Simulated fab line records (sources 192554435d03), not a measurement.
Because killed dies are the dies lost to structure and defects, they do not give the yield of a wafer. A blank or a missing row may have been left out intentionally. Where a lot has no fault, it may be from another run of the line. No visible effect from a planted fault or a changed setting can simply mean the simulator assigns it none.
The tool behind it: which one?	flow n5_finfet	route of 1938 steps, sampled at 1 step: 9 lots, 25 wafers

WHAT THE GAUGES SHOWED, per wafer
N5_BEOL_M4_RC_MEAS_101.
lot	measured	on	DIBL_N (mV/V)	DIBL_P (mV/V)	IOFF_N (nA/um)	IOFF_P (nA/um)	ION_N (uA/um)	ION_P (uA/um)	SS_N (mV/dec)	SS_P (mV/dec)	VT_N (mV)	VT_P (mV)
L627	day 9 00:01	prober-02	35.3 31.4 32.5	37.2 32.2 32.9	0.12 0.08 0.08	0.16 0.11 0.11	675 637 631	453 439 434	71.4 69.7 70.5	73.3 71.6 72.3	253 260 261	-258 -262 -262
L630	day 9 14:43	prober-02	39.7 37.9 37.7	39.7 38.4 38.9	0.20 0.16 0.17	0.22 0.20 0.20	671 676 669	456 462 453	72.8 72.7 72.5	74.2 73.3 73.7	247 250 249	-252 -257 -253
L632	day 9 22:32	prober-02	34.1 35.3 35.2	33.7 35.3 34.5	0.12 0.12 0.12	0.15 0.18 0.16	684 657 653	466 461 458	70.5 71.7 71.4	72.0 73.2 73.0	253 255 254	-255 -255 -257
L640	day 12 12:00	prober-02	33.3 38.0 34.9	33.1 38.7 33.5	0.13 0.20 0.13	0.18 0.27 0.17	667 680 664	452 462 451	70.4 72.8 72.6	72.3 73.7 73.3	250 247 253	-254 -248 -250
L641	day 12 15:20	prober-02	37.7 36.5 33.0	37.9 36.8 32.1	0.17 0.17 0.10	0.25 0.25 0.16	685 682 655	477 478 458	72.1 71.6 70.3	73.7 73.6 71.6	249 249 259	-248 -247 -254
L642	day 12 20:33	prober-02	40.0 42.3	41.2 42.9	0.21 0.26	0.27 0.31	683 692	461 468	72.2 73.1	74.7 75.0	249 243	-249 -245
L643	day 12 20:45	prober-01	36.2 37.4	37.2 38.7	0.15 0.18	0.19 0.21	660 691	455 469	71.9 71.7	73.4 73.3	251 248	-253 -250
L647	day 13 18:54	prober-02	37.6 35.1 38.3	36.7 33.4 38.3	0.17 0.13 0.19	0.24 0.19 0.27	673 661 701	467 461 481	71.1 70.7 71.2	74.5 72.1 73.5	249 252 247	-247 -249 -243
L646	day 13 23:06	prober-01	36.3 39.6 36.0	35.1 39.1 34.1	0.13 0.19 0.12	0.21 0.27 0.19	647 680 656	451 464 458	71.1 72.3 71.3	72.2 73.1 72.6	254 246 256	-247 -248 -253

EACH LOT AND THE TOOL THAT RAN IT (in order: tool; ch and the chambers of the sampled wafers; start)
No process step before these readings appears in the record.

AS READ BY THE TOOLS THEMSELVES (means over the sampled wafers that have a number; for cases with no such wafer, the mark the record gives instead)
The record holds no such reading with a usual standard deviation.

THE ANSWER, worked out from the rows above alone
Rule: usual is defined by the lots themselves. Put in order of their means at a reading, lots are off if they are a third of the lots or fewer, leave a main group of 4 or more, and stand apart from it by a gap of 3 or more times the standard deviation of the main group's means; of several such gaps the widest counts. The tables above print the reading to a certain number of digits; a main group whose means all agree to those digits is not used. Also off: a lot with no number at a reading for which 4 or more lots have one. Any other lot the step has rows for is counted as sound. After the gauges, taken in route order, come the tools' own readings; for these a lot's mean is taken, as printed above. The first step at which some lot is off is used, and at that step the reading that is off furthest; a lot without a number counts as furthest.
No lot is off on any of the readings shown, so nothing can be concluded from this.

WHAT THE SIMULATOR HAD INSERTED
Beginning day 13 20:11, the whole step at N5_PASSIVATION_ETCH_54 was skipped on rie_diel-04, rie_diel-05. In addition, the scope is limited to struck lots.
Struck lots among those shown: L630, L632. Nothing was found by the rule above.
